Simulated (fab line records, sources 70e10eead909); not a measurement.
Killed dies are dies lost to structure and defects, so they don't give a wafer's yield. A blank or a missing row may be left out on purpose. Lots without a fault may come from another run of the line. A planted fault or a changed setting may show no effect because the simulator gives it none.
Which tool did it? | flow nand_harc | 11 lots, 33 wafers sampled, at 3 steps of a route of 1302

WHAT THE GAUGES READ, wafer by wafer
NHARC_A_M0_CD_MEAS_16.
lot  | measured     | on        | cd_nm (nm)
L596 | day 23 19:32 | cd_sem-01 | 79.2 80.0 80.6
L599 | day 24 11:53 | cd_sem-03 | 80.2 80.2 80.9
L597 | day 24 18:27 | cd_sem-03 | 81.2 80.5 81.4
L600 | day 25 11:53 | cd_sem-01 | 79.9 79.8 80.1
L608 | day 28 14:03 | cd_sem-02 | 81.5 79.9 80.1
L609 | day 28 22:20 | cd_sem-02 | 78.9 80.9 79.8
L611 | day 29 03:14 | cd_sem-01 | 78.9 78.7 79.3
L612 | day 30 00:40 | cd_sem-03 | 78.7 78.3 78.2
L617 | day 31 15:10 | cd_sem-03 | 78.9 77.2 78.9
L618 | day 32 15:02 | cd_sem-01 | 81.6 81.4 80.7
L619 | day 32 15:37 | cd_sem-01 | 78.3 77.9 78.5

WHICH TOOL RAN EACH LOT (tool, then ch and the chambers of the sampled wafers, then the start)
lot  | NHARC_A_M0_ETCH_34                 | NHARC_A_M0_ETCH_15
L596 | rie_diel-03 ch 1,2,3, day 23 19:20 | rie_diel-03 ch 0,1,3, day 23 19:32 or earlier
L599 | rie_diel-05 ch 0,1, day 24 11:40   | rie_diel-05 ch 1,2,3, day 24 11:53 or earlier
L597 | rie_diel-03 ch 0,1,3, day 24 18:15 | rie_diel-03 ch 0,1, day 24 18:27 or earlier
L600 | rie_diel-07 ch 0,2,3, day 25 11:41 | rie_diel-07 ch 0,2, day 25 11:53 or earlier
L608 | rie_diel-07 ch 0,1,2, day 28 13:50 | rie_diel-07 ch 1,2,3, day 28 14:03 or earlier
L609 | rie_diel-07 ch 0,1,2, day 28 22:07 | rie_diel-07 ch 0,1,3, day 28 22:20 or earlier
L611 | rie_diel-05 ch 0,1,3, day 29 03:01 | rie_diel-05 ch 1,2,3, day 29 03:14 or earlier
L612 | rie_diel-05 ch 2,3, day 30 00:28   | rie_diel-05 ch 0,1, day 30 00:40 or earlier
L617 | rie_diel-05 ch 1,2,3, day 31 14:57 | rie_diel-05 ch 0,1,3, day 31 15:10 or earlier
L618 | rie_diel-07 ch 0,2,3, day 32 14:49 | rie_diel-07 ch 0,1,2, day 32 15:02 or earlier
L619 | rie_diel-05 ch 0,2,3, day 32 15:24 | rie_diel-05 ch 0,2,3, day 32 15:37 or earlier
- NHARC_A_M0_ETCH_34: etches the open film in N2/H2, target depth 40 nm, overetch 12 nm, time 43.94 s.
- NHARC_A_M0_ETCH_15: etches the open film in C4F8/Ar, target depth 150 nm, overetch 15 nm, time 82.5 s.

THE ANSWER, worked out from the rows above alone
Rule: what is usual is taken from the lots themselves. Put in order of their means at a reading, lots are off if they are a third of the lots or fewer, leave a main group of 4 or more, and stand apart from it by a gap of 3 or more times the standard deviation of the main group's means; of several such gaps the widest counts. A main group whose means are all the same, to the digits that the tables above print for the reading, isn't used. A lot without any number at a reading at which 4 lots or more have one is off too. The other lots that the step has rows for count as sound.
No lot is off at any reading shown: from this, nothing can be told.

WHAT THE SIMULATOR HAD PUT IN
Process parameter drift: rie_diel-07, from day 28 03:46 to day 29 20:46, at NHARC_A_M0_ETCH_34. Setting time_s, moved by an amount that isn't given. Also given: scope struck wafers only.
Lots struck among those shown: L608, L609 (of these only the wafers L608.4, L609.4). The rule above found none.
